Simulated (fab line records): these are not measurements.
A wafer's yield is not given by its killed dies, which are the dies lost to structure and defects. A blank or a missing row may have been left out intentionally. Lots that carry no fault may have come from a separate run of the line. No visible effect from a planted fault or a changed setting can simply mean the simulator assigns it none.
Split-lot study    flow n5_finfet    21 wafers read from 7 lots, route of 1938 steps

ON THE SPLIT
At N5_BEOL_M14_EXPOSE_07 (exposes mask V13), the setting dose_mj was moved away from the recipe's 57 on 4 of the 21 wafers read, by -7.5% to +3.4%. The other wafers ran this setting at the recipe's value.

FROM THE SPLIT TO THE READING: what the file shows between them, 11 steps
- N5_BEOL_M14_PEB_08: peb time 90 s
- N5_BEOL_M14_DEVELOP_09: develop time 45 s
- N5_BEOL_M14_HARDBAKE_14: time 120 s
- N5_BEOL_M14_CD_MEAS_10: target cd 250 nm
- N5_BEOL_M14_DESCUM_15: chemistry O2, time 7.9 s
- N5_BEOL_M14_ETCH_59: etches BARC in N2/H2, target depth 89 nm, overetch 26.7 nm, time 67.9 s
- N5_BEOL_M14_VIA_ETCH_16: etches SiO2 in C4F8/O2/Ar, target depth 1231.3 nm
- N5_BEOL_M14_STRIP_63: strips in O2
- N5_BEOL_M14_STRIP_64: strips in O2
- N5_BEOL_M14_STRIP_71: strips in post etch residue remover, time 60 s
- N5_BEOL_M14_SRD_72: time 30 s, dry time 30 s

THE READING
cd_nm at N5_BEOL_M14_CD_MEAS_17, given in nm (cd target 250 nm). On this fab line, fault-free wafers typically give 251.0 nm with a standard deviation of 2.3 nm.

wafer   tool, chamber at the split  dose_mj as run  against the recipe  cd_nm, nm  against lot-mates on the recipe
L074.1  krf_scanner-02, 0           57              recipe              249.1      -
L074.2  krf_scanner-02, 0           57              recipe              252.1      -
L074.3  krf_scanner-02, 0           57              recipe              252.5      -
L079.2  krf_scanner-01, 0           57              recipe              251.4      -
L079.3  krf_scanner-01, 0           57              recipe              251.0      -
L079.4  krf_scanner-01, 0           57              recipe              253.6      -
L080.1  krf_scanner-02, 0           57              recipe              247.5      -
L080.2  krf_scanner-02, 0           57              recipe              249.1      -
L080.5  krf_scanner-02, 0           52.86           -7.3%               237.4      -10.9
L082.1  krf_scanner-01, 0           57              recipe              248.3      -
L082.3  krf_scanner-01, 0           52.74           -7.5%               235.0      -13.4
L082.4  krf_scanner-01, 0           57              recipe              248.6      -
L085.1  krf_scanner-01, 0           57              recipe              252.0      -
L085.3  krf_scanner-01, 0           57              recipe              247.1      -
L085.4  krf_scanner-01, 0           58.96           +3.4%               257.3      +7.8
L089.1  krf_scanner-02, 0           57              recipe              252.1      -
L089.3  krf_scanner-02, 0           57              recipe              255.4      -
L089.5  krf_scanner-02, 0           53.81           -5.6%               246.1      -7.7
L091.1  krf_scanner-01, 0           57              recipe              250.3      -
L091.2  krf_scanner-01, 0           57              recipe              250.2      -
L091.5  krf_scanner-01, 0           57              recipe              252.3      -

THE FIT
A straight line over all 21 wafers: cd_nm changes by +1.75 nm for each +1% of dose_mj; r = +0.89; the points scatter about the line by 2.5 nm.
The same after taking each lot's own level away (the mean of its wafers on the recipe; 21 wafers): +1.66 nm for each +1%; r = +0.95; scatter 1.5 nm.
That fit puts the effect of the largest move of dose_mj on the reading at 12 nm.
Measured against the standard deviation above, the lots' own levels, which go from 248.30 to 253.75 nm, span 2.4 times it.
The two slopes agree, so the slope changes little with the lot-to-lot level.
Check: -11.5 nm against its lot-mates is what the line predicts for one of the wafers moved furthest among these (-7.5%) when that wafer is left out of the fit. Against them it came out at -13.4 nm.

FURTHER SPLITS ON THESE WAFERS
Note: prior to the reading, these wafers also went through further splits. Each is held against what the fit with the lots' levels taken away leaves over:
other split on the same wafers  wafers away from the commonest value  r with cd_nm (lot level and that fit taken away)
N5_BEOL_M13_ILD_DEP_00 time_s   4                                     -0.03
N5_BEOL_M14_ILD_DEP_00 time_s   4                                     +0.28

THE WHOLE CHAIN: every reading that the file lists as answering this split, in the file's order
step                    what it does      reading  change (the file's fit)               r (the file's)
N5_BEOL_M14_CD_MEAS_10  target cd 250 nm  cd_nm    +1.63 nm for each +1% of the setting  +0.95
N5_BEOL_M14_CD_MEAS_17  target cd 250 nm  cd_nm    +1.64 nm for each +1% of the setting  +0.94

FILE'S OWN FIT
cd_nm changes by +1.64 nm for each +1% of dose_mj, r = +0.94.
